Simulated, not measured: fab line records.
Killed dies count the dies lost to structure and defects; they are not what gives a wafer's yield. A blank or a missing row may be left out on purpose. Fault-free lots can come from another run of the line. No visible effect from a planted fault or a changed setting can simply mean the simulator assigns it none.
Check for tools in common / flow nand-harc / Sampled: 11 lots, 39 wafers

REASON IT WAS OPENED
On 2 of the 11 lots, a flag is raised at NHARC_A_CHANNEL_HOLE_D2_INSPECT_40 on the reading raw-defect-count. Fault-free wafers read 276, with a standard deviation of 79.
Rule: a lot is flagged when every wafer of it that has a number lies more than 4 standard deviations from that mean, or none has a number. As for the other lots, they are considered sound.

lot=L446; measured=day 14 23:49; on=defect-inspect-01; raw-defect-count, wafer by wafer=613 391 442; flag=
lot=L450; measured=day 16 04:16; on=defect-inspect-01; raw-defect-count, wafer by wafer=136 144 131; flag=
lot=L451; measured=day 16 15:52; on=defect-inspect-02; raw-defect-count, wafer by wafer=322 230 457; flag=
lot=L453; measured=day 17 10:31; on=defect-inspect-01; raw-defect-count, wafer by wafer=1483 1528 1387 1506 1518 1408; flag=FLAGGED
lot=L457; measured=day 18 08:33; on=defect-inspect-02; raw-defect-count, wafer by wafer=1567 1541 1445 1545 1537 1468; flag=FLAGGED
lot=L455; measured=day 18 10:29; on=defect-inspect-01; raw-defect-count, wafer by wafer=418 291 311; flag=
lot=L463; measured=day 21 18:02; on=defect-inspect-02; raw-defect-count, wafer by wafer=238 288 305; flag=
lot=L464; measured=day 22 02:56; on=defect-inspect-01; raw-defect-count, wafer by wafer=193 192 227; flag=
lot=L465; measured=day 22 05:14; on=defect-inspect-02; raw-defect-count, wafer by wafer=160 235 257; flag=
lot=L466; measured=day 22 12:14; on=defect-inspect-02; raw-defect-count, wafer by wafer=274 332 208; flag=
lot=L467; measured=day 22 20:43; on=defect-inspect-01; raw-defect-count, wafer by wafer=288 268 320; flag=
The mean of the flagged lots' numbers is 1494, +1218 from the usual (+15 standard deviations).

WHICH TOOL RAN EACH LOT
The record holds 3 process steps before the reading, out of a route of 1302 steps. In each cell: the tool, then ch and the chambers that the sampled wafers went through, then the start.
lot=L446; flag=; NHARC_A_CHANNEL_HOLE_D2_DESCUM_15=rie-diel-01 ch 1,2,3, day 14 16:54; NHARC_A_CHANNEL_HOLE_D2_ETCH_26=har-etch-01 ch 0, day 14 21:52; NHARC_A_CHANNEL_HOLE_D2_ETCH_44=rie-diel-01 ch 1,3, day 14 22:49
lot=L450; flag=; NHARC_A_CHANNEL_HOLE_D2_DESCUM_15=rie-diel-01 ch 1,2,3, day 15 20:48; NHARC_A_CHANNEL_HOLE_D2_ETCH_26=har-etch-01 ch 0,1, day 16 02:23; NHARC_A_CHANNEL_HOLE_D2_ETCH_44=rie-diel-01 ch 1,2,3, day 16 03:19
lot=L451; flag=; NHARC_A_CHANNEL_HOLE_D2_DESCUM_15=rie-diel-01 ch 1,3, day 16 08:31; NHARC_A_CHANNEL_HOLE_D2_ETCH_26=har-etch-01 ch 0,1, day 16 13:28; NHARC_A_CHANNEL_HOLE_D2_ETCH_44=rie-diel-01 ch 0,1,3, day 16 14:54
lot=L453; flag=FLAGGED; NHARC_A_CHANNEL_HOLE_D2_DESCUM_15=rie-diel-06 ch 0,1,3, day 16 23:20; NHARC_A_CHANNEL_HOLE_D2_ETCH_26=har-etch-01 ch 0,1, day 17 08:35; NHARC_A_CHANNEL_HOLE_D2_ETCH_44=rie-diel-02 ch 0,1,2, day 17 09:31
lot=L457; flag=FLAGGED; NHARC_A_CHANNEL_HOLE_D2_DESCUM_15=rie-diel-01 ch 1,2, day 18 01:40; NHARC_A_CHANNEL_HOLE_D2_ETCH_26=har-etch-01 ch 0,1, day 18 06:40; NHARC_A_CHANNEL_HOLE_D2_ETCH_44=rie-diel-01 ch 0,1, day 18 07:34
lot=L455; flag=; NHARC_A_CHANNEL_HOLE_D2_DESCUM_15=rie-diel-02 ch 0,2, day 18 02:35; NHARC_A_CHANNEL_HOLE_D2_ETCH_26=har-etch-02 ch 0,1, day 18 08:32; NHARC_A_CHANNEL_HOLE_D2_ETCH_44=rie-diel-02 ch 0,1,2, day 18 09:29
lot=L463; flag=; NHARC_A_CHANNEL_HOLE_D2_DESCUM_15=rie-diel-01 ch 0,2,3, day 21 11:05; NHARC_A_CHANNEL_HOLE_D2_ETCH_26=har-etch-01 ch 0,1, day 21 16:02; NHARC_A_CHANNEL_HOLE_D2_ETCH_44=rie-diel-01 ch 2,3, day 21 16:56
lot=L464; flag=; NHARC_A_CHANNEL_HOLE_D2_DESCUM_15=rie-diel-01 ch 0,3, day 21 19:50; NHARC_A_CHANNEL_HOLE_D2_ETCH_26=har-etch-01 ch 0,1, day 22 01:01; NHARC_A_CHANNEL_HOLE_D2_ETCH_44=rie-diel-02 ch 1,3, day 22 01:56
lot=L465; flag=; NHARC_A_CHANNEL_HOLE_D2_DESCUM_15=rie-diel-01 ch 0,2,3, day 21 21:43; NHARC_A_CHANNEL_HOLE_D2_ETCH_26=har-etch-02 ch 0,1, day 22 03:23; NHARC_A_CHANNEL_HOLE_D2_ETCH_44=rie-diel-01 ch 2,3, day 22 04:15
lot=L466; flag=; NHARC_A_CHANNEL_HOLE_D2_DESCUM_15=rie-diel-02 ch 1,2, day 22 05:22; NHARC_A_CHANNEL_HOLE_D2_ETCH_26=har-etch-01 ch 0,1, day 22 10:17; NHARC_A_CHANNEL_HOLE_D2_ETCH_44=rie-diel-01 ch 2,3, day 22 11:16
lot=L467; flag=; NHARC_A_CHANNEL_HOLE_D2_DESCUM_15=rie-diel-02 ch 1,2,3, day 22 07:04; NHARC_A_CHANNEL_HOLE_D2_ETCH_26=har-etch-01 ch 1, day 22 18:39; NHARC_A_CHANNEL_HOLE_D2_ETCH_44=rie-diel-02 ch 0,1, day 22 19:37
What is done by these steps:
- NHARC_A_CHANNEL_HOLE_D2_DESCUM_15: chemistry O2, time 3 s.
- NHARC_A_CHANNEL_HOLE_D2_ETCH_26: etches the open film in C4F8/O2/Ar, time 224.1 s, target depth 300 nm.
- NHARC_A_CHANNEL_HOLE_D2_ETCH_44: etches the open film in CF4/O2, target depth 140 nm, overetch 14 nm, time 77 s.
- NHARC_A_CHANNEL_HOLE_D2_INSPECT_40

FLAGGED AGAINST TOTAL, ONE TOOL AT A TIME (gauges that did the reading follow at the end)
step=NHARC_A_CHANNEL_HOLE_D2_DESCUM_15; tool=rie-diel-01; lots run=7; flagged=1; share of the flagged lots=some; sound lots run after its first flagged lot=3 (L463,L464,L465)
step=NHARC_A_CHANNEL_HOLE_D2_DESCUM_15; tool=rie-diel-02; lots run=3; flagged=0; share of the flagged lots=none; sound lots run after its first flagged lot=-
step=NHARC_A_CHANNEL_HOLE_D2_DESCUM_15; tool=rie-diel-06; lots run=1; flagged=1; share of the flagged lots=some; sound lots run after its first flagged lot=0
step=NHARC_A_CHANNEL_HOLE_D2_ETCH_26; tool=har-etch-01; lots run=9; flagged=2; share of the flagged lots=all; sound lots run after its first flagged lot=4 (L463,L464,L466,L467)
step=NHARC_A_CHANNEL_HOLE_D2_ETCH_26; tool=har-etch-02; lots run=2; flagged=0; share of the flagged lots=none; sound lots run after its first flagged lot=-
step=NHARC_A_CHANNEL_HOLE_D2_ETCH_44; tool=rie-diel-01; lots run=7; flagged=1; share of the flagged lots=some; sound lots run after its first flagged lot=3 (L463,L465,L466)
step=NHARC_A_CHANNEL_HOLE_D2_ETCH_44; tool=rie-diel-02; lots run=4; flagged=1; share of the flagged lots=some; sound lots run after its first flagged lot=3 (L455,L464,L467)
step=NHARC_A_CHANNEL_HOLE_D2_INSPECT_40; tool=defect-inspect-01; lots run=6; flagged=1; share of the flagged lots=some; sound lots run after its first flagged lot=3 (L455,L464,L467)
step=NHARC_A_CHANNEL_HOLE_D2_INSPECT_40; tool=defect-inspect-02; lots run=5; flagged=1; share of the flagged lots=some; sound lots run after its first flagged lot=3 (L463,L465,L466)

WHAT THE TABLE PERMITS
Rows of the table that ran each flagged lot: 1, that is har-etch-01 at NHARC_A_CHANNEL_HOLE_D2_ETCH_26.
- har-etch-01 at NHARC_A_CHANNEL_HOLE_D2_ETCH_26: 2 of its 9 lots flagged. Sound lots ran on it after the first flagged one (L463, L464, L466, L467), which a lasting fault on the whole tool wouldn't allow.
Not one row of the table ran every flagged lot while running no sound lot after the first.

WHAT THE SIMULATOR HAD INSERTED
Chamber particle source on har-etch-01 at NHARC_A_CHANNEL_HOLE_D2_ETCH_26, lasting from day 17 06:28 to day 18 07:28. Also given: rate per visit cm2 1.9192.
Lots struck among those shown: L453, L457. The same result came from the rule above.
